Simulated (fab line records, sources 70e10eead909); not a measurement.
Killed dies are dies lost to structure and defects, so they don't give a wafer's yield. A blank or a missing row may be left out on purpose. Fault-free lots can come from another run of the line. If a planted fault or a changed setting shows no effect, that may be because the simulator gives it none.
Chamber matching | flow nand-harc | NHARC_THIN_TSV_DEP_47 on pecvd-02 has 3 sister chambers
The step deposits SiO2, target thk 200 nm. 16 wafers are shown with their chamber, then 8 later ones without.

WAFERS, EACH WITH ITS CHAMBER
wafer  | chamber | throttle-valve-pct (%) | flow-sccm (sccm)
L376.2 | 1       | 15.9                   | 2654
L376.3 | 2       | 15.7                   | 2654
L376.6 | 0       | 16.4                   | 2660
L378.1 | 2       | 15.3                   | 2644
L378.4 | 0       | 16.3                   | 2653
L378.6 | 1       | 15.8                   | 2655
L382.2 | 2       | 15.7                   | 2654
L382.5 | 2       | 15.5                   | 2667
L382.6 | 0       | 16.3                   | 2650
L381.1 | 1       | 16.1                   | 2657
L381.2 | 2       | 15.5                   | 2650
L381.4 | 0       | 16.4                   | 2648
L384.3 | 1       | 16.2                   | 2662
L384.4 | 0       | 16.3                   | 2653
L384.5 | 1       | 16.3                   | 2653
L387.1 | 0       | 16.4                   | 2656

SIGNATURES (means of the wafers above)
reading            | chamber 0 | chamber 1 | chamber 2 | scatter within a chamber
throttle-valve-pct | 16.350    | 16.060    | 15.540    | 0.152
flow-sccm          | 2653.33   | 2656.20   | 2653.80   | 5.73
Rule: for a wafer and a chamber, the distance is found by dividing, reading by reading, the gap between the wafer's reading and the chamber's mean by the reading's scatter, squaring, summing and taking the root. The wafer belongs to the nearest chamber; if the next one is less than 2 further off, it can't be placed. How the scatter is found: for the shown wafers, subtract from each reading the mean of its chamber, square and add these, divide the total by (wafers less chambers), then take the root.

WAFERS WITHOUT THEIR CHAMBER
wafer  | throttle-valve-pct (%) | flow-sccm (sccm)
L387.5 | 16.1                   | 2648
L387.6 | 15.3                   | 2646
L386.2 | 16.5                   | 2644
L386.3 | 16.1                   | 2650
L386.5 | 16.2                   | 2649
L392.4 | 15.4                   | 2639
L392.5 | 15.6                   | 2665
L392.6 | 15.5                   | 2650

EACH ONE'S CHAMBER
wafer  | from the rows above     | in truth
L387.5 | can't be placed: 1 or 0 | 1
L387.6 | 2                       | 2
L386.2 | can't be placed: 0 or 1 | 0
L386.3 | can't be placed: 1 or 0 | 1
L386.5 | can't be placed: 0 or 1 | 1
L392.4 | 2                       | 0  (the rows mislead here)
L392.5 | can't be placed: 2 or 1 | 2
L392.6 | 2                       | 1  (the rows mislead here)
Correct placement for 1 of the 8. These rows do not allow placing 5 (true chamber among the candidates in 5). Placed wrongly: 2.
